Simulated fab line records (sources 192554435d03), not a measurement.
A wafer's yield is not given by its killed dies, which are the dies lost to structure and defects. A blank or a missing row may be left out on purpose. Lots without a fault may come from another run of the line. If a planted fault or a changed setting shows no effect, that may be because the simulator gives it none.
The tool behind it: which one? ; flow n5_finfet ; 30 wafers from 10 lots sampled at 4 of the route's 1938 steps

## WHAT THE GAUGES SHOWED, per wafer
N5_BEOL_M4_RC_MEAS_101.
lot;measured;on;RS_PWELL (ohm/sq)
L473;day 9 01:08;prober-01;3004 2996 2949
L478;day 9 23:01;prober-01;3047 3028 3011
L481;day 10 18:48;prober-02;22672 22627 22801
L482;day 11 14:23;prober-02;22529 22490 22608
L483;day 11 17:46;prober-01;22292 22307 22349
L490;day 12 18:37;prober-01;2976 2969 3008
L491;day 13 19:29;prober-01;3022 3004 3004
L493;day 13 21:23;prober-01;3048 3060 3015
L494;day 14 04:17;prober-01;3024 3029 3015
L495;day 14 08:29;prober-01;2961 3009 3022

## EACH LOT AND THE TOOL THAT RAN IT (in order: tool; ch and the chambers of the sampled wafers; start)
lot;N5_ZERO_LAYER_STRIP_24;N5_WELL_APT_DESCUM_30;N5_WELL_APT_IMPLANT_31
L473;plasma_asher-02 ch 0,1, day 1 18:53;rie_diel-04 ch 1,2,3, day 1 21:02;implanter-02 ch 0, day 1 21:08
L478;plasma_asher-01 ch 0,1, day 3 01:01;rie_diel-04 ch 0,1,2, day 3 03:42;implanter-02 ch 0, day 3 03:48
L481;plasma_asher-02 ch 0,1, day 3 18:53;rie_diel-03 ch 0,2, day 3 21:21;implanter-01, day 3 21:29
L482;plasma_asher-02 ch 0,1, day 4 01:01;rie_diel-01 ch 0,2, day 4 03:34;implanter-01, day 4 03:40
L483;plasma_asher-01 ch 0,1, day 4 07:05;rie_diel-03 ch 0,1, day 4 09:39;implanter-02, day 4 09:45
L490;plasma_asher-02 ch 0,1, day 6 00:53;rie_diel-03 ch 0,1,3, day 6 03:09;implanter-02 ch 0, day 6 03:15
L491;plasma_asher-01 ch 0,1, day 6 06:55;rie_diel-04 ch 1,3, day 6 08:52;implanter-01 ch 0, day 6 09:01
L493;plasma_asher-02 ch 0, day 6 19:01;rie_diel-04 ch 0,1,3, day 6 21:43;implanter-01 ch 0, day 6 21:50
L494;plasma_asher-01 ch 0,1, day 7 01:01;rie_diel-04 ch 2,3, day 7 03:08;implanter-01 ch 0, day 7 03:14
L495;plasma_asher-01 ch 0,1, day 7 07:01;rie_diel-01 ch 0,1,2, day 7 09:10;implanter-02 ch 0, day 7 09:16
- N5_ZERO_LAYER_STRIP_24: strips in O2.
- N5_WELL_APT_DESCUM_30: chemistry O2, time 7.9 s.
- N5_WELL_APT_IMPLANT_31

## THE ANSWER, worked out from the rows above alone
Rule: usual is defined by the lots themselves. Put in order of their means at a reading, lots are off if they are a third of the lots or fewer, leave a main group of 4 or more, and stand apart from it by a gap of 3 or more times the standard deviation of the main group's means; of several such gaps the widest counts. If all means in a main group match to the digits the tables above print for the reading, that group is not used. A lot without any number at a reading at which 4 lots or more have one is off too. All remaining lots with rows at the step are treated as sound.
Off: L481, L482, L483, seen at N5_BEOL_M4_RC_MEAS_101 (RS_PWELL). For the main group the mean is 3010 ohm/sq and the standard deviation 21.
A tool fits if, at a process step before that reading, it ran every lot that is off, and no sound lot after the first of them. Gauges at N5_BEOL_M4_RC_MEAS_101: tried the same way as those tools. Of those tried, none fits.

## WHAT THE SIMULATOR HAD INSERTED
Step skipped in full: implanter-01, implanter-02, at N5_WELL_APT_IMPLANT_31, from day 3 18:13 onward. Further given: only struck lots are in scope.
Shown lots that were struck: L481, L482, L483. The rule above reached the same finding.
